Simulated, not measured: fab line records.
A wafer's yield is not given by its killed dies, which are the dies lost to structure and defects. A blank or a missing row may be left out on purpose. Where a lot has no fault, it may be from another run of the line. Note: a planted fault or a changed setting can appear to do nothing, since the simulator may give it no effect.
fab line records | flow n5_finfet
record lots=14 | wafers=42 | last_day=17
route steps=1938 shown HKMG_FIN@386
lots untouched by any fault: they come from a run of this same line in which no faults occurred
start_h: start of the lot's first displayed wafer, in hours after the record's first day | wait_h: hours from the lot's prior step to this one | " the same as in the row above | L1.1+2: a single row standing in for several wafers | - no value, or no start was given | * or withheld: withheld | < > ~ a bound
route shown NAME@n: names a module that has steps shown in the file, with the first one's number in the route | usual: mean/standard deviation of fault-free wafers | same: alike in all rows | chamber/n: place in a boat | sites: readings site by site | _std_site: their standard deviation | _edge_site: the outer-site mean with the inner-site mean subtracted | radius_mm: how far each site lies from the wafer's centre | mask NAME#n: copy n | behind: the most recent tool/chamber to have shaped the wafer | hold: cause of the lot's hold/its duration in hours/its outcome | device: the transistor (n, p or np) that didn't switch | end of line: tests run on the same wafers once the route is complete | step lacking rows: just its recipe | killed: not the wafer's yield, but the dies lost to structure and defects at the first sort | map: the dies of a wafer, with x for killed, . for not killed, _ for no die there
set.NAME: the setting as run; set.NAME@STEP: as run at that earlier step | model.NAME: the simulator's own value behind a step, which no gauge read
route steps across a sampled set of lots; one table per step, one row per wafer
services: the hour from which a tool's chamber was out of use, counted from the record's first day as start_h (under 0 if before that day), plus the number of hours and why
## steps
# step N5_HKMG_FIN_HK_ALD_01
# recipe material=HfO2 | target_thk_a=16 | temp_c=withheld | ald_precursor_family=HfCl4 | ald_co_reactant=H2O | pulse_time_s=3 | purge_time_s=3 | co_reactant_purge_time_s=2.5 | co_reactant_pulse_time_s=0.3 | ald_cycles=30
# usual precursor_pulse_height_rel=1.002/0.021
lot.wafer | tool      | chamber | start_h | wait_h | precursor_pulse_height_rel
L520.2    | ald_hk-02 | 0       | 76.06   | 0.0    | 0.993
L520.3    | "         | 1       | "       | "      | 1.022
L520.4    | "         | 3       | "       | "      | 0.987
L521.1    | ald_hk-02 | 0       | 78.01   | 0.0    | 0.984
L521.4    | "         | 3       | "       | "      | 1.003
L521.5    | "         | 0       | "       | "      | 1.011
L523.2    | ald_hk-03 | 3       | 88.44   | 0.0    | 0.998
L523.3    | "         | 2       | "       | "      | 1.005
L523.4    | "         | 0       | "       | "      | 0.998
L524.1    | ald_hk-03 | 1       | 95.51   | 0.0    | 1.002
L524.4    | "         | 0       | "       | "      | 1.008
L524.5    | "         | 1       | "       | "      | 0.954
L526.3    | ald_hk-01 | 0       | 107.14  | 0.0    | 1.004
L526.4    | "         | 1       | "       | "      | 1.001
L526.5    | "         | 3       | "       | "      | 1.014
L527.3    | ald_hk-03 | 2       | 114.69  | 0.0    | 1.003
L527.5    | "         | 1       | "       | "      | 1.005
L527.6    | "         | 0       | "       | "      | 0.987
L528.1    | ald_hk-03 | 2       | 118.54  | 0.0    | 0.980
L528.4    | "         | 1       | "       | "      | 1.015
L528.6    | "         | 1       | "       | "      | 0.974
L529.1    | ald_hk-01 | 2       | 124.96  | 0.0    | 1.036
L529.4    | "         | 1       | "       | "      | 0.990
L529.5    | "         | 3       | "       | "      | 1.019
L533.1    | ald_hk-03 | 1       | 149.93  | 0.0    | 1.001
L533.2    | "         | 0       | "       | "      | 0.980
L533.3    | "         | 2       | "       | "      | 0.984
L538.2    | ald_hk-02 | 1       | 182.62  | 0.0    | 1.031
L538.4    | "         | 3       | "       | "      | 0.978
L538.5    | "         | 0       | "       | "      | 0.985
L539.1    | ald_hk-03 | 3       | 188.74  | 0.0    | 1.035
L539.5    | "         | 0       | "       | "      | 1.000
L539.6    | "         | 1       | "       | "      | 1.022
L540.1    | ald_hk-03 | 0       | 193.29  | 0.0    | 1.019
L540.3    | "         | 3       | "       | "      | 0.981
L540.4    | "         | 2       | "       | "      | 0.993
L541.2    | ald_hk-03 | 0       | 196.14  | 0.0    | 1.007
L541.4    | "         | 2       | "       | "      | 0.935
L541.5    | "         | 2       | "       | "      | 0.982
L542.1    | ald_hk-03 | 2       | 208.19  | 0.0    | 1.025
L542.3    | "         | 3       | "       | "      | 1.005
L542.6    | "         | 0       | "       | "      | 1.006
# step N5_HKMG_FIN_PEB_47
# recipe peb_temp_c=withheld | peb_time_s=60 | resist=CAR-ArF
# usual chill_plate_temp_C=22.99/0.11 | exhaust_pa=44.9/0.93 | resist_line_temp_C=23.00/0.1
lot.wafer | tool           | chamber | start_h | wait_h | chill_plate_temp_C | exhaust_pa | resist_line_temp_C
L520.2    | litho_track-05 | 0       | 77.05   | 0.0    | 23.09              | 43.8       | 23.04
L520.3    | "              | 0       | "       | "      | 23.11              | 44.5       | 22.94
L520.4    | "              | 0       | "       | "      | 22.71              | 44.5       | 23.18
L521.1    | litho_track-01 | 0       | 79.00   | 0.1    | 22.93              | 44.9       | 22.92
L521.4    | "              | 0       | "       | "      | 22.94              | 44.2       | 23.05
L521.5    | "              | 0       | "       | "      | 22.82              | 44.0       | 23.05
L523.2    | litho_track-02 | 0       | 89.21   | 0.0    | 23.16              | 45.3       | 23.24
L523.3    | "              | 0       | "       | "      | 22.86              | 45.8       | 23.15
L523.4    | "              | 0       | "       | "      | 22.97              | 43.9       | 23.13
L524.1    | litho_track-05 | 0       | 96.39   | 0.1    | 22.97              | 43.6       | 22.97
L524.4    | "              | 0       | "       | "      | 22.98              | 44.3       | 23.08
L524.5    | "              | 0       | "       | "      | 23.03              | 45.2       | 22.85
L526.3    | litho_track-01 | 0       | 108.10  | 0.0    | 22.78              | 43.9       | 23.05
L526.4    | "              | 0       | "       | "      | 22.88              | 45.3       | 22.98
L526.5    | "              | 0       | "       | "      | 22.98              | 44.2       | 23.00
L527.3    | litho_track-05 | 0       | 115.44  | 0.0    | 22.88              | 43.6       | 23.03
L527.5    | "              | 0       | "       | "      | 22.84              | 45.2       | 22.89
L527.6    | "              | 0       | "       | "      | 22.82              | 45.1       | 22.94
L528.1    | litho_track-01 | 0       | 119.31  | 0.1    | 22.82              | 45.7       | 22.93
L528.4    | "              | 0       | "       | "      | 22.98              | 45.3       | 23.04
L528.6    | "              | 0       | "       | "      | 22.85              | 45.1       | 23.20
L529.1    | litho_track-05 | 0       | 126.15  | 0.1    | 23.05              | 44.2       | 22.92
L529.4    | "              | 0       | "       | "      | 23.01              | 45.8       | 22.87
L529.5    | "              | 0       | "       | "      | 23.03              | 46.6       | 23.01
L533.1    | litho_track-01 | 0       | 150.68  | 0.1    | 22.93              | 43.6       | 23.12
L533.2    | "              | 0       | "       | "      | 22.95              | 43.9       | 23.15
L533.3    | "              | 0       | "       | "      | 23.04              | 42.8       | 23.03
L538.2    | litho_track-05 | -       | 183.52  | 0.0    | -                  | -          | -
L538.4    | "              | -       | "       | "      | -                  | -          | -
L538.5    | "              | -       | "       | "      | -                  | -          | -
L539.1    | litho_track-01 | -       | 189.49  | 0.1    | -                  | -          | -
L539.5    | "              | -       | "       | "      | -                  | -          | -
L539.6    | "              | -       | "       | "      | -                  | -          | -
L540.1    | litho_track-05 | 0       | 194.17  | 0.1    | 23.09              | 44.8       | 23.03
L540.3    | "              | 0       | "       | "      | 23.01              | 45.5       | 22.93
L540.4    | "              | 0       | "       | "      | 23.05              | 45.0       | 23.03
L541.2    | litho_track-02 | 0       | 197.02  | 0.0    | 23.08              | 45.9       | 23.12
L541.4    | "              | 0       | "       | "      | 23.13              | 43.1       | 23.02
L541.5    | "              | 0       | "       | "      | 23.03              | 45.1       | 23.12
L542.1    | litho_track-05 | 0       | 208.94  | 0.1    | 23.06              | 46.1       | 23.06
L542.3    | "              | 0       | "       | "      | 22.95              | 44.1       | 23.01
L542.6    | "              | 0       | "       | "      | 22.94              | 46.0       | 22.81
# step N5_HKMG_FIN_OVL_MEAS_50
# recipe points_per_wafer=44
# usual NDIPOLE_OVL=0.9/0.8
lot.wafer | tool       | chamber | start_h | wait_h | NDIPOLE_OVL[nm]
L520.2    | overlay-02 | 0       | 77.14   | 0.0    | -0.2
L520.3    | "          | 0       | "       | "      | -0.3
L520.4    | "          | 0       | "       | "      | 0.5
L521.1    | overlay-02 | 0       | 79.10   | 0.0    | 2.4
L521.4    | "          | 0       | "       | "      | 1.0
L521.5    | "          | 0       | "       | "      | 1.5
L523.2    | overlay-02 | 0       | 89.30   | 0.0    | 1.4
L523.3    | "          | 0       | "       | "      | 1.0
L523.4    | "          | 0       | "       | "      | 1.6
L524.1    | overlay-01 | 0       | 96.49   | 0.0    | 2.9
L524.4    | "          | 0       | "       | "      | 2.4
L524.5    | "          | 0       | "       | "      | 1.4
L526.3    | overlay-02 | 0       | 108.19  | 0.0    | 0.7
L526.4    | "          | 0       | "       | "      | 0.4
L526.5    | "          | 0       | "       | "      | 1.5
L527.3    | overlay-02 | 0       | 115.54  | 0.0    | 0.8
L527.5    | "          | 0       | "       | "      | 1.3
L527.6    | "          | 0       | "       | "      | 1.3
L528.1    | overlay-02 | 0       | 119.41  | 0.0    | 0.2
L528.4    | "          | 0       | "       | "      | 0.1
L528.6    | "          | 0       | "       | "      | 0.1
L529.1    | overlay-01 | 0       | 126.25  | 0.0    | 0.7
L529.4    | "          | 0       | "       | "      | 0.8
L529.5    | "          | 0       | "       | "      | 0.7
L533.1    | overlay-01 | 0       | 150.78  | 0.0    | 1.9
L533.2    | "          | 0       | "       | "      | 1.6
L533.3    | "          | 0       | "       | "      | 1.8
L538.2    | overlay-01 | 0       | 183.61  | 0.0    | -
L538.4    | "          | 0       | "       | "      | -
L538.5    | "          | 0       | "       | "      | -
L539.1    | overlay-01 | 0       | 189.59  | 0.0    | -
L539.5    | "          | 0       | "       | "      | -
L539.6    | "          | 0       | "       | "      | -
L540.1    | overlay-01 | 0       | 194.27  | 0.0    | 0.7
L540.3    | "          | 0       | "       | "      | 0.8
L540.4    | "          | 0       | "       | "      | 0.6
L541.2    | overlay-02 | 0       | 197.11  | 0.0    | 1.3
L541.4    | "          | 0       | "       | "      | 2.3
L541.5    | "          | 0       | "       | "      | 1.3
L542.1    | overlay-02 | 0       | 209.04  | 0.0    | -0.2
L542.3    | "          | 0       | "       | "      | 0.1
L542.6    | "          | 0       | "       | "      | 0.7
# step N5_HKMG_FIN_STRIP_57
# recipe chemistry=CF4 | resist=SiARC | power_w=300 | bias_power_w=75 | pressure_mtorr=50 | cf4_flow_sccm=150 | rf_frequency_hz=6e+07
# usual drypump_motor_current_A=5.9/0.42 | oes_product_au=0.77/0.081 | rf_vpp_V=271.2/1.7 | showerhead_plenum_p_Torr=1.80/0.066 | throttle_valve_pct=13.50/0.19
lot.wafer | tool        | chamber | start_h | wait_h | drypump_motor_current_A | oes_product_au | rf_hours_counter_h | rf_vpp_V | showerhead_plenum_p_Torr | throttle_valve_pct
L520.2    | rie_diel-05 | 0       | 77.48   | 0.0    | 5.0                     | 0.70           | 237                | 269.6    | 1.70                     | 13.95
L520.3    | "           | 2       | "       | "      | 5.8                     | 0.70           | 240                | 272.4    | 1.84                     | 13.50
L520.4    | "           | 1       | "       | "      | 5.7                     | 0.77           | 95                 | 273.1    | 1.88                     | 13.35
L521.1    | rie_diel-04 | 0       | 79.44   | 0.0    | 5.5                     | 0.93           | 12                 | 271.1    | 1.84                     | 13.37
L521.4    | "           | 1       | "       | "      | 6.0                     | 0.89           | 24                 | 271.7    | 1.83                     | 13.10
L521.5    | "           | 2       | "       | "      | 5.9                     | 0.84           | -                  | 272.0    | 1.82                     | 13.58
L523.2    | rie_diel-05 | 3       | 89.89   | 0.0    | 5.9                     | 0.69           | 206                | 272.2    | 1.78                     | 13.75
L523.3    | "           | 0       | "       | "      | 5.1                     | 0.70           | 242                | 268.8    | 1.70                     | 13.97
L523.4    | "           | 2       | "       | "      | 5.8                     | 0.69           | 246                | 271.4    | 1.84                     | 13.51
L524.1    | rie_diel-04 | 2       | 96.83   | 0.0    | 5.9                     | 0.83           | 60                 | 272.5    | 1.82                     | 13.61
L524.4    | "           | 1       | "       | "      | 6.0                     | 0.88           | 31                 | 272.1    | 1.83                     | 13.13
L524.5    | "           | 0       | "       | "      | 5.4                     | 0.91           | -                  | 271.6    | 1.83                     | 13.37
L526.3    | rie_diel-04 | 0       | 108.53  | 0.0    | 5.4                     | 0.90           | 24                 | 271.4    | 1.83                     | 13.41
L526.4    | "           | 2       | "       | "      | 5.9                     | 0.83           | -                  | 273.7    | 1.82                     | 13.61
L526.5    | "           | 0       | "       | "      | 5.4                     | 0.90           | -                  | 272.7    | 1.83                     | 13.40
L527.3    | rie_diel-05 | 1       | 116.19  | 0.0    | 5.7                     | 0.75           | 111                | 272.7    | 1.88                     | 13.37
L527.5    | "           | 1       | "       | "      | 5.7                     | 0.76           | -                  | 273.0    | 1.88                     | 13.37
L527.6    | "           | 3       | "       | "      | 5.9                     | 0.68           | -                  | 269.1    | 1.77                     | 13.77
L528.1    | rie_diel-04 | 2       | 119.75  | 0.0    | 5.9                     | 0.82           | 69                 | 272.9    | 1.82                     | 13.61
L528.4    | "           | 3       | "       | "      | 5.6                     | 0.68           | 243                | 273.4    | 1.84                     | 13.70
L528.6    | "           | 2       | "       | "      | 5.9                     | 0.83           | -                  | 271.4    | 1.82                     | 13.61
L529.1    | rie_diel-06 | 1       | 126.59  | 0.0    | 6.5                     | 0.87           | 51                 | 274.2    | 1.90                     | 13.43
L529.4    | "           | 0       | "       | "      | 5.9                     | 0.75           | 136                | 272.6    | 1.80                     | 13.41
L529.5    | "           | 1       | "       | "      | 6.5                     | 0.87           | -                  | 272.5    | 1.90                     | 13.43
L533.1    | rie_diel-04 | 1       | 151.21  | 0.0    | 6.0                     | 0.85           | 49                 | 271.8    | 1.83                     | 13.15
L533.2    | "           | 2       | "       | "      | 5.9                     | 0.81           | 83                 | 271.6    | 1.81                     | 13.65
L533.3    | "           | 0       | "       | "      | 5.4                     | 0.86           | 42                 | 271.6    | 1.83                     | 13.45
L538.2    | rie_diel-06 | 2       | 183.97  | 0.0    | 5.6                     | 0.76           | 157                | 269.4    | 1.72                     | 13.64
L538.4    | "           | 0       | "       | "      | 5.9                     | 0.74           | -                  | 270.1    | 1.79                     | 13.45
L538.5    | "           | 3       | "       | "      | 6.6                     | 0.68           | -                  | 267.9    | 1.70                     | 13.44
L539.1    | rie_diel-06 | 3       | 189.93  | 0.0    | 6.6                     | 0.68           | 238                | 268.3    | 1.70                     | 13.42
L539.5    | "           | 0       | "       | "      | 5.9                     | 0.73           | -                  | 273.2    | 1.79                     | 13.46
L539.6    | "           | 3       | "       | "      | 6.6                     | 0.68           | -                  | 269.2    | 1.70                     | 13.42
L540.1    | rie_diel-06 | 2       | 194.61  | 0.0    | 5.6                     | 0.75           | 161                | 270.2    | 1.72                     | 13.64
L540.3    | "           | 0       | "       | "      | 5.9                     | 0.73           | 160                | 271.3    | 1.79                     | 13.48
L540.4    | "           | 3       | "       | "      | 6.6                     | 0.67           | 240                | 268.8    | 1.70                     | 13.42
L541.2    | rie_diel-06 | 3       | 197.45  | 0.0    | 6.6                     | 0.68           | 240                | 268.3    | 1.70                     | 13.42
L541.4    | "           | 2       | "       | "      | 5.6                     | 0.75           | 162                | 269.6    | 1.72                     | 13.65
L541.5    | "           | 1       | "       | "      | 6.5                     | 0.84           | -                  | 273.0    | 1.89                     | 13.49
L542.1    | rie_diel-04 | 1       | 209.48  | 0.0    | 6.0                     | 0.82           | 69                 | 273.1    | 1.82                     | 13.21
L542.3    | "           | 0       | "       | "      | 5.4                     | 0.85           | 58                 | 271.3    | 1.82                     | 13.46
L542.6    | "           | 0       | "       | "      | 5.4                     | 0.84           | -                  | 272.3    | 1.82                     | 13.48
## services
tool        | chamber | start_h | hours | kind
rie_diel-04 | 1       | 104.02  | 9.3   | repair
rie_diel-05 | 2       | 104.20  | -     | clean
rie_diel-05 | 2       | 104.20  | -     | consumable_replace:focus_ring
rie_diel-05 | 2       | 104.20  | 12.5  | scheduled_down
rie_diel-05 | 2       | 104.20  | 12.5  | vent_cycle
ald_hk-03   | -       | 107.76  | 2.8   | pm
rie_diel-05 | 0       | 116.69  | -     | clean
rie_diel-05 | 0       | 116.69  | -     | consumable_replace:focus_ring
rie_diel-05 | 0       | 116.69  | -     | consumable_replace:showerhead
rie_diel-05 | 0       | 116.69  | 19.2  | scheduled_down
rie_diel-05 | 0       | 116.69  | 19.2  | vent_cycle
rie_diel-05 | 2       | 132.80  | 6.0   | repair
rie_diel-04 | 3       | 137.04  | -     | clean
rie_diel-04 | 3       | 137.04  | -     | consumable_replace:focus_ring
rie_diel-04 | 3       | 137.04  | 17.2  | scheduled_down
rie_diel-04 | 3       | 137.04  | 17.2  | vent_cycle
ald_hk-01   | -       | 193.06  | 2.6   | repair
rie_diel-05 | 3       | 204.47  | -     | clean
rie_diel-05 | 3       | 204.47  | -     | consumable_replace:focus_ring
rie_diel-05 | 3       | 204.47  | 40.2  | scheduled_down
rie_diel-05 | 3       | 204.47  | 40.2  | vent_cycle
## key
first_sign step=N5_HKMG_FIN_PEB_47 | reading=tool_record | direction=missing
effect none on later readings
met_at N5_HKMG_FIN_PEB_47
struck_lots L538,L539
later_rows_left_out L538.2,L538.4,L538.5,L539.1,L539.5,L539.6
sort_left_out L538.2,L538.4,L538.5,L539.1,L539.5,L539.6
not_acting_at N5_HKMG_FIN_HK_ALD_01,N5_HKMG_FIN_OVL_MEAS_50,N5_HKMG_FIN_STRIP_57
onset_between 150.68 183.52
fault kind=skipped_step_whole | tool=litho_track-01,litho_track-05 | chamber=- | onset_h=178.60 | steps=N5_HKMG_FIN_PEB_47 | scope=struck_lots_only
# sort_left_out: the simulated sort isn't trusted on such a fault, so these wafers' sort isn't shown, and their yield isn't known
# later_rows_left_out: the simulator's readings of these wafers behind a module that went badly wrong aren't trusted and aren't shown, but for the sort
